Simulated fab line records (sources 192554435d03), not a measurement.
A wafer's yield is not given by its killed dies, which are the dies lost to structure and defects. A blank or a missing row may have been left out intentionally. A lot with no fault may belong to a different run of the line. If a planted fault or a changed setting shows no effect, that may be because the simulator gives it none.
Split-lot trial	flow n5_finfet	21 wafers read from 7 lots, route of 1938 steps

THE SPLIT ITSELF
At N5_BEOL_M8_TRENCH_ETCH_37 (etches SiCOH lowk in C4F6/O2, target depth 93.478 nm, time 31.2 s), the setting time_s was moved away from the recipe's 31.2 s on 5 of the 21 wafers read, by -7.8% to +14.6%. The other wafers ran this setting at the recipe's value.

FROM THE SPLIT TO THE READING: what the file shows between them, 11 steps
- N5_BEOL_M8_ETCH_41: etches SiCN in CH3F/O2, target depth 31.9 nm, time 57.8 s
- N5_BEOL_M8_STRIP_80: strips in N2/H2, time 10 s
- N5_BEOL_M8_OCD_MEAS_38
- N5_BEOL_M8_HM_STRIP_39: strips TiN in peroxide tin strip, target depth 25 nm, time 158 s
- N5_BEOL_M8_SRD_40: time 30 s
- N5_BEOL_M8_ECD_50: material Cu, target thk 300 nm
- N5_BEOL_M8_ANNEAL_51: time 90 s
- N5_BEOL_M8_CMP_52: polishes, stops on SiCOH lowk, t overpolish 6.9 s, target thk 80 nm
- N5_BEOL_M8_THK_MEAS_53: measures by xrf
- N5_BEOL_M8_PRE_CLEAN_55: time 15 s
- N5_BEOL_M8_DEP_56: deposits SiCN from 3MS/NH3, target thk 10 nm, time 17.5 s

THE READING
M8_RS in ohm/sq, measured at N5_BEOL_M8_RS_MEAS_57 by four-point-probe. A value of 0.289 ohm/sq with a standard deviation of 0.0078 ohm/sq is what fault-free wafers of this fab line usually give.

wafer	tool, chamber at the split	time_s as run, s	against the recipe	M8_RS, ohm/sq	against lot-mates on the recipe
L075.3	rie_diel-05, 2	31.2	recipe	0.299	-
L075.5	rie_diel-05, 2	31.2	recipe	0.311	-
L075.6	rie_diel-05, 1	31.2	recipe	0.285	-
L080.1	rie_diel-05, 3	31.2	recipe	0.277	-
L080.2	rie_diel-05, 2	31.2	recipe	0.307	-
L080.4	rie_diel-05, 0	31.2	recipe	0.290	-
L081.1	rie_diel-05, 1	31.2	recipe	0.296	-
L081.4	rie_diel-05, 1	31.2	recipe	0.303	-
L081.6	rie_diel-05, 3	35.76	+14.6%	0.234	-0.065
L087.1	rie_diel-05, 2	31.2	recipe	0.289	-
L087.3	rie_diel-05, 3	31.2	recipe	0.281	-
L087.4	rie_diel-05, 1	31.2	recipe	0.289	-
L089.2	rie_diel-06, 1	31.2	recipe	0.291	-
L089.4	rie_diel-06, 1	34.23	+9.7%	0.260	-0.031
L089.5	rie_diel-06, 0	34.23	+9.7%	0.258	-0.033
L090.1	rie_diel-02, 2	28.82	-7.6%	0.327	+0.039
L090.2	rie_diel-02, 1	31.2	recipe	0.294	-
L090.5	rie_diel-02, 3	31.2	recipe	0.283	-
L094.1	rie_diel-05, 0	31.2	recipe	0.288	-
L094.5	rie_diel-05, 2	31.2	recipe	0.284	-
L094.6	rie_diel-05, 3	28.78	-7.8%	0.311	+0.025

THE FIT
A straight line over all 21 wafers: M8_RS changes by -0.00364 ohm/sq for each +1% of time_s; r = -0.90; the points scatter about the line by 0.009 ohm/sq.
The same after taking each lot's own level away (the mean of its wafers on the recipe; 21 wafers): -0.00398 ohm/sq for each +1%; r = -0.93; scatter 0.0078 ohm/sq.
That fit puts the effect of the largest move of time_s on the reading at 0.058 ohm/sq.
The span of the lots' own levels, 0.2860 to 0.2995 ohm/sq, comes to 1.7 times the standard deviation stated above.
The two slopes agree, so the slope changes little with the lot-to-lot level.
Check: with one of the wafers moved furthest among these (+14.6%) left out of the fit, the line predicts -0.0522 ohm/sq for it against its lot-mates. It came out at -0.0655 ohm/sq against them.

FURTHER SPLITS ON THESE WAFERS
Note: prior to the reading, these wafers also went through further splits. Each is held against what the fit with the lots' levels taken away leaves over:
other split on the same wafers	wafers away from the commonest value	r with M8_RS (lot level and that fit taken away)
N5_BEOL_M6_TRENCH_ETCH_37 source_w	6	+0.01
N5_BEOL_M7_COAT_71 spin_rpm	7	-0.21
N5_BEOL_M7_DESCUM_33 time_s	8	+0.17
N5_BEOL_M8_ETCH_66 source_w	7	-0.02

THE WHOLE CHAIN: every reading that the file lists as answering this split, in the file's order
step	what it does	reading	change (the file's fit)	r (the file's)
N5_BEOL_M8_TRENCH_ETCH_37	etches SiCOH lowk in C4F6/O2, target depth 93.478 nm, time 31.2 s	BEOL_M8.feature_depth_nm (the simulator's own value, which no gauge read)	+0.969 nm for each +1% of the setting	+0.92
N5_BEOL_M8_TRENCH_ETCH_37	etches SiCOH lowk in C4F6/O2, target depth 93.478 nm, time 31.2 s	etch.depth_nm (the simulator's own value, which no gauge read)	+0.975 nm for each +1% of the setting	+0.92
N5_BEOL_M8_OCD_MEAS_38		trench_depth_nm	+0.98 nm for each +1% of the setting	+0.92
N5_BEOL_M8_CMP_52	polishes, stops on SiCOH lowk, t overpolish 6.9 s, target thk 80 nm	Cu_of_BEOL_M8_ECD_50.thk_nm (the simulator's own value, which no gauge read)	+1.05 nm for each +1% of the setting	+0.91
N5_BEOL_M8_THK_MEAS_53	measures by xrf	M8_THK	+1.06 for each +1% of the setting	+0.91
N5_BEOL_M8_RS_MEAS_57	measures by four-point-probe	M8_RS	-0.00415 for each +1% of the setting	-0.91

THE FILE'S OWN FIT
M8_RS changes by -0.00415 ohm/sq for each +1% of time_s, r = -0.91.
